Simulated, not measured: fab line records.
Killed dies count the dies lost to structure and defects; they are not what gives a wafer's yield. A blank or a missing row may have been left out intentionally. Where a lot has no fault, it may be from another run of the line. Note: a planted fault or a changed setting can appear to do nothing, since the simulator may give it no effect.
fab line records + flow nandHarc
record
- lots=6
- wafers=18
- lastDay=33
route steps=1302 shown P_M0@272 P_M1@285
lots untouched by any fault: they come from a run of this same line in which no faults occurred
startH: start of the lot's first displayed wafer, in hours after the record's first day + waitH: time in hours since the lot's previous step + " as in the row above + L1.1+2: a row that stands for several wafers + - either no value or no given start + * or withheld: withheld + < > ~ a bound
route shown NAME@n: names a module that has steps shown in the file, with the first one's number in the route + usual: average and standard deviation across the fault-free wafers + same: alike in all rows + chamber/n: place in a boat + sites: each site's reading + _std_site: the values' standard deviation + _edge_site: the outer-site mean with the inner-site mean subtracted + radiusMm: for every site, how far away it sits from the centre of the wafer + mask NAME#n: copy n + behind: the most recent tool/chamber to have shaped the wafer + hold: what put the lot on hold/how long, in hours/how the hold closed + device: whichever transistor did not switch (one of n, p or np) + end of line: at the end of the route, the tests of the same wafers + where a step has no rows: the recipe by itself + killed: at the first sort, the dies lost to defects and structure; wafer yield is something else + map: a wafer's dies, x killed, . not, _ none there
set.NAME: setting as actually run; set.NAME@STEP: the setting as run at that earlier step + model.NAME: the simulator's own value behind a step, which no gauge read
a table for each step, a row for each wafer; lots at some steps of the route
services: a tool's chamber out of use, with start hour (startH, from the record's first day; less than 0 if before it), hours out, and reason
## steps
# step NHARC_P_M0_DEGAS_28
# recipe
- tempC=250
- timeS=60
# usual
- heaterPowerW=336/29
| lot.wafer | tool          | chamber | startH | waitH | heaterPowerW |
|-----------|---------------|---------|--------|-------|--------------|
| L293.3    | pvdSputter-02 | -       | 181.88 | -     | 333          |
| L293.1    | "             | -       | "      | "     | 326          |
| L293.5    | "             | -       | "      | "     | 363          |
| L294.4    | pvdSputter-02 | -       | 189.49 | -     | 282          |
| L294.1    | "             | -       | "      | "     | 325          |
| L294.5    | "             | -       | "      | "     | 277          |
| L304.4    | pvdSputter-03 | -       | 293.29 | -     | 366          |
| L304.1    | "             | -       | "      | "     | 322          |
| L304.5    | "             | -       | "      | "     | 342          |
| L305.2    | pvdSputter-01 | -       | 300.16 | -     | 324          |
| L305.1    | "             | -       | "      | "     | 333          |
| L305.4    | "             | -       | "      | "     | 316          |
| L307.1    | pvdSputter-01 | -       | 321.89 | -     | 310          |
| L307.2    | "             | -       | "      | "     | 387          |
| L307.3    | "             | -       | "      | "     | 326          |
| L309.3    | pvdSputter-02 | -       | 344.01 | -     | 316          |
| L309.4    | "             | -       | "      | "     | 363          |
| L309.5    | "             | -       | "      | "     | 321          |
# step NHARC_P_M0_PRE_CLEAN_29
# recipe
- timeS=30
- tempC=280
- gas=H2/He
# step NHARC_P_M0_PVD_20
# recipe
- targetThkA=50
- biasV=168.6
- powerW=15000
- chamberPressurePa=0.12
- timeS=8.06
- substrateTempC=50
- material=TaN
# usual
- throttleValvePct=29.9/0.96
| lot.wafer | tool          | chamber | startH | waitH | throttleValvePct |
|-----------|---------------|---------|--------|-------|------------------|
| L293.3    | pvdSputter-02 | -       | -      | -     | 30.3             |
| L293.1    | "             | -       | "      | "     | 30.3             |
| L293.5    | "             | -       | "      | "     | 30.3             |
| L294.4    | pvdSputter-02 | -       | -      | -     | 30.2             |
| L294.1    | "             | -       | "      | "     | 29.0             |
| L294.5    | "             | -       | "      | "     | 30.1             |
| L304.4    | pvdSputter-03 | -       | -      | -     | 29.7             |
| L304.1    | "             | -       | "      | "     | 28.8             |
| L304.5    | "             | -       | "      | "     | 29.5             |
| L305.1    | pvdSputter-01 | -       | -      | -     | 30.6             |
| L305.4    | "             | -       | "      | "     | 28.0             |
| L305.2    | "             | -       | "      | "     | 30.4             |
| L307.1    | pvdSputter-01 | -       | -      | -     | 30.2             |
| L307.3    | "             | -       | "      | "     | 30.7             |
| L307.2    | "             | -       | "      | "     | 28.1             |
| L309.4    | pvdSputter-02 | -       | -      | -     | 30.4             |
| L309.3    | "             | -       | "      | "     | 28.9             |
| L309.5    | "             | -       | "      | "     | 30.1             |
# step NHARC_P_M0_PVD_21
# recipe
- targetThkA=300
- chamberPressurePa=5
- powerW=5000
- substrateTempC=30
- timeS=20.49
- material=Cu
# step NHARC_P_M0_ECD_22
# recipe
- targetThkA=4000
- bathTempC=25
- material=Cu
# step NHARC_P_M0_ANNEAL_30
# recipe
- tempC=225
- timeS=90
# usual
- wafer_temp_C_max=226.0/0.52
| lot.wafer | tool         | chamber | startH | waitH | wafer_temp_C_max |
|-----------|--------------|---------|--------|-------|------------------|
| L293.1    | rtpAnneal-02 | 0       | 182.62 | -     | 226.7            |
| L293.3    | "            | 0       | "      | "     | 226.3            |
| L293.5    | "            | 0       | "      | "     | 226.3            |
| L294.1    | rtpAnneal-01 | 0       | 190.23 | 0.3   | 225.5            |
| L294.4    | "            | 0       | "      | "     | 225.8            |
| L294.5    | "            | 0       | "      | "     | 225.7            |
| L304.1    | rtpAnneal-02 | 0       | 294.01 | 0.3   | 227.4            |
| L304.4    | "            | 0       | "      | "     | 226.7            |
| L304.5    | "            | 0       | "      | "     | 226.5            |
| L305.1    | rtpAnneal-02 | 0       | 300.89 | 0.3   | 227.0            |
| L305.2    | "            | 0       | "      | "     | 227.0            |
| L305.4    | "            | 0       | "      | "     | 226.3            |
| L307.1    | rtpAnneal-01 | 0       | 322.63 | -     | 225.5            |
| L307.2    | "            | 0       | "      | "     | 225.6            |
| L307.3    | "            | 0       | "      | "     | 225.4            |
| L309.3    | rtpAnneal-01 | 0       | 344.85 | 0.3   | 225.5            |
| L309.4    | "            | 0       | "      | "     | 225.5            |
| L309.5    | "            | 0       | "      | "     | 225.3            |
# step NHARC_P_M0_CMP_23
# recipe
- tOverpolishS=20
- targetThkNm=117.54
# usual
- motorCurrentA=12.3/1.6
- timeToEndpointS=28.4/2.2
| lot.wafer | tool   | chamber | startH | waitH | motorCurrentA | timeToEndpointS |
|-----------|--------|---------|--------|-------|---------------|-----------------|
| L293.1    | cmp-02 | 0       | 182.96 | -     | 10.6          | 30.0            |
| L293.3    | "      | 1       | "      | "     | 12.5          | 30.8            |
| L293.5    | "      | 0       | "      | "     | 10.5          | 27.7            |
| L294.4    | cmp-01 | 0       | 190.60 | -     | 12.1          | 28.3            |
| L294.1    | "      | 1       | "      | "     | 11.6          | 26.8            |
| L294.5    | "      | 3       | "      | "     | 16.8          | 29.4            |
| L304.4    | cmp-03 | 1       | 294.39 | -     | 11.5          | 28.2            |
| L304.1    | "      | 3       | "      | "     | 11.7          | 30.2            |
| L304.5    | "      | 0       | "      | "     | 11.8          | 23.9            |
| L305.4    | cmp-01 | 1       | 301.23 | -     | 12.3          | 27.9            |
| L305.1    | "      | 2       | "      | "     | 10.4          | 29.6            |
| L305.2    | "      | 3       | "      | "     | 15.2          | 31.4            |
| L307.2    | cmp-02 | 0       | 322.98 | -     | 10.8          | 27.3            |
| L307.3    | "      | 1       | "      | "     | 12.2          | 28.5            |
| L307.1    | "      | 3       | "      | "     | 12.3          | 25.5            |
| L309.3    | cmp-03 | 3       | 345.15 | -     | 11.6          | 28.9            |
| L309.4    | "      | 0       | "      | "     | 12.0          | 24.5            |
| L309.5    | "      | 2       | "      | "     | 13.4          | 28.6            |
# step NHARC_P_M0_THK_MEAS_24
# recipe
- thkMeasGauge=xrf
# usual
- thkNm=117.2/1.3
| lot.wafer | tool         | chamber | startH | waitH | thkNm |
|-----------|--------------|---------|--------|-------|-------|
| L293.1    | filmMetro-01 | -       | 183.28 | -     | 118.1 |
| L293.3    | "            | -       | "      | "     | 117.8 |
| L293.5    | "            | -       | "      | "     | 115.5 |
| L294.1    | filmMetro-01 | -       | 190.89 | -     | 117.9 |
| L294.4    | "            | -       | "      | "     | 117.5 |
| L294.5    | "            | -       | "      | "     | 116.1 |
| L304.1    | filmMetro-02 | -       | 294.67 | -     | 119.8 |
| L304.4    | "            | -       | "      | "     | 117.3 |
| L304.5    | "            | -       | "      | "     | 115.6 |
| L305.1    | filmMetro-01 | -       | 301.55 | -     | 117.8 |
| L305.2    | "            | -       | "      | "     | 119.3 |
| L305.4    | "            | -       | "      | "     | 118.1 |
| L307.1    | filmMetro-02 | -       | 323.29 | -     | 117.8 |
| L307.2    | "            | -       | "      | "     | 116.0 |
| L307.3    | "            | -       | "      | "     | 116.0 |
| L309.3    | filmMetro-01 | -       | 345.41 | -     | 118.6 |
| L309.4    | "            | -       | "      | "     | 113.9 |
| L309.5    | "            | -       | "      | "     | 116.5 |
# step NHARC_P_M0_SRD_25
# step NHARC_P_M0_INSPECT_27
# usual
- rawDefectCount=306/120
| lot.wafer | tool             | chamber | startH | waitH | rawDefectCount |
|-----------|------------------|---------|--------|-------|----------------|
| L293.1    | defectInspect-02 | -       | 183.44 | 0.0   | 273            |
| L293.3    | "                | -       | "      | "     | 335            |
| L293.5    | "                | -       | "      | "     | 244            |
| L294.1    | defectInspect-01 | -       | 191.05 | 0.0   | 505            |
| L294.4    | "                | -       | "      | "     | 370            |
| L294.5    | "                | -       | "      | "     | 509            |
| L304.1    | defectInspect-01 | -       | 294.83 | 0.0   | 467            |
| L304.4    | "                | -       | "      | "     | 312            |
| L304.5    | "                | -       | "      | "     | 251            |
| L305.1    | defectInspect-02 | -       | 301.70 | 0.0   | 236            |
| L305.2    | "                | -       | "      | "     | 230            |
| L305.4    | "                | -       | "      | "     | 105            |
| L307.1    | defectInspect-02 | -       | 323.45 | 0.0   | 223            |
| L307.2    | "                | -       | "      | "     | 177            |
| L307.3    | "                | -       | "      | "     | 206            |
| L309.3    | defectInspect-01 | -       | 345.57 | 0.0   | 259            |
| L309.4    | "                | -       | "      | "     | 488            |
| L309.5    | "                | -       | "      | "     | 359            |
# step NHARC_P_M0_PRE_CLEAN_31
# recipe
- timeS=12
- tempC=370
- rfPowerW=300
- gas=NH3
# usual
- heaterPowerW=672/56
| lot.wafer | tool     | chamber | startH | waitH | heaterPowerW |
|-----------|----------|---------|--------|-------|--------------|
| L293.1    | pecvd-01 | 1       | 183.52 | 0.1   | 723          |
| L293.3    | "        | 2       | "      | "     | 713          |
| L293.5    | "        | 2       | "      | "     | 723          |
| L294.1    | pecvd-04 | 2       | 191.14 | 0.1   | 623          |
| L294.5    | "        | 1       | "      | "     | 638          |
| L294.4    | "        | 2       | "      | "     | 630          |
| L304.1    | pecvd-01 | 1       | 294.90 | 0.1   | 708          |
| L304.4    | "        | 1       | "      | "     | 738          |
| L304.5    | "        | 0       | "      | "     | 615          |
| L305.1    | pecvd-04 | 2       | 301.77 | 0.1   | 622          |
| L305.2    | "        | 0       | "      | "     | 663          |
| L305.4    | "        | 2       | "      | "     | 613          |
| L307.1    | pecvd-04 | 0       | 323.51 | 0.1   | 642          |
| L307.3    | "        | 1       | "      | "     | 782          |
| L307.2    | "        | 2       | "      | "     | 597          |
| L309.3    | pecvd-01 | 2       | 345.67 | 0.1   | 679          |
| L309.5    | "        | 1       | "      | "     | 754          |
| L309.4    | "        | 0       | "      | "     | 685          |
# step NHARC_P_M0_DEP_32
# recipe
- targetThkA=300
- tempC=370
- targetThkNm=30
- pressureTorr=3
- flowSccm=200
- rfW=450
- material=SiCN
# usual
- chamberPressureTorr=2.999/0.0061
- heaterPowerOuterW=356/39
- heaterPowerW=619/52
| lot.wafer | tool     | chamber | startH | waitH | chamberPressureTorr | heaterPowerOuterW | heaterPowerW |
|-----------|----------|---------|--------|-------|---------------------|-------------------|--------------|
| L293.1    | pecvd-01 | 1       | 183.63 | 0.1   | 3.003               | 364               | 577          |
| L293.3    | "        | 2       | "      | "     | 3.001               | 322               | 578          |
| L293.5    | "        | 2       | "      | "     | 3.003               | 314               | 585          |
| L294.1    | pecvd-04 | 2       | 191.28 | 0.1   | 2.997               | 311               | 590          |
| L294.5    | "        | 1       | "      | "     | 2.994               | 303               | 567          |
| L294.4    | "        | 2       | "      | "     | 3.005               | 310               | 591          |
| L304.1    | pecvd-01 | 1       | 294.98 | 0.1   | -                   | -                 | -            |
| L304.4    | "        | 1       | "      | "     | -                   | -                 | -            |
| L304.5    | "        | 0       | "      | "     | -                   | -                 | -            |
| L305.1    | pecvd-04 | 2       | 301.85 | 0.1   | -                   | -                 | -            |
| L305.2    | "        | 0       | "      | "     | -                   | -                 | -            |
| L305.4    | "        | 2       | "      | "     | -                   | -                 | -            |
| L307.1    | pecvd-04 | 0       | 323.59 | 0.1   | 2.991               | 359               | 592          |
| L307.3    | "        | 1       | "      | "     | 2.991               | 339               | 599          |
| L307.2    | "        | 2       | "      | "     | 3.000               | 318               | 605          |
| L309.3    | pecvd-01 | 2       | 345.78 | 0.1   | 2.994               | 352               | 636          |
| L309.5    | "        | 1       | "      | "     | 3.004               | 412               | 683          |
| L309.4    | "        | 0       | "      | "     | 2.997               | 395               | 649          |
# step NHARC_P_M1_DEP_00
# recipe
- targetThkA=1825
- targetThkNm=182.5
- tempC=withheld
- pressureTorr=5
- flowSccm=200
- rfW=600
- material=SiOC
## services
| tool          | chamber | startH | hours | kind   |
|---------------|---------|--------|-------|--------|
| cmp-03        | -       | 162.00 | 4.0   | pm     |
| pvdSputter-03 | -       | 169.21 | 6.8   | repair |
| pvdSputter-03 | -       | 176.05 | 10.0  | pm     |
| pecvd-04      | -       | 177.19 | 2.2   | repair |
| cmp-01        | -       | 196.47 | 4.0   | pm     |
| cmp-01        | -       | 205.04 | 8.0   | repair |
| cmp-01        | -       | 215.39 | 0.3   | repair |
| pvdSputter-01 | -       | 227.23 | 10.0  | pm     |
| cmp-02        | -       | 232.50 | 4.0   | pm     |
| cmp-01        | -       | 243.22 | 3.3   | repair |
| pecvd-01      | 0       | 244.33 | 8.0   | repair |
| cmp-03        | -       | 260.00 | 4.0   | pm     |
| cmp-02        | -       | 267.31 | 3.3   | repair |
| pecvd-04      | 1       | 267.62 | 12.7  | repair |
| pecvd-04      | -       | 269.00 | 13.0  | pm     |
| cmp-03        | -       | 272.28 | 0.5   | repair |
| cmp-01        | -       | 275.10 | 1.6   | repair |
| pvdSputter-02 | -       | 282.80 | 10.0  | pm     |
| cmp-01        | -       | 294.47 | 4.0   | pm     |
| pecvd-01      | -       | 311.00 | 13.0  | pm     |
| pvdSputter-03 | -       | 313.90 | 0.7   | repair |
| cmp-02        | -       | 330.50 | 4.0   | pm     |
| pecvd-01      | -       | 330.75 | 0.5   | repair |
| cmp-01        | -       | 332.67 | 1.3   | repair |
## key
firstSign
- step=NHARC_P_M0_DEP_32
- reading=toolRecord
- direction=missing
effect none on later readings
metAt NHARC_P_M0_DEP_32
struckWafers L304.1,L304.4,L304.5,L305.1,L305.2,L305.4
sortLeftOut L304.1,L304.4,L304.5,L305.1,L305.2,L305.4
onsetBetween 191.28 294.98
fault
- kind=skippedStepWhole
- tool=pecvd-01,pecvd-04
- chamber=-
- onsetH=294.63
- steps=NHARC_P_M0_DEP_32
- scope=struckLotsOnly
# sortLeftOut: the simulated sort isn't trusted on such a fault, so these wafers' sort isn't shown, and their yield isn't known
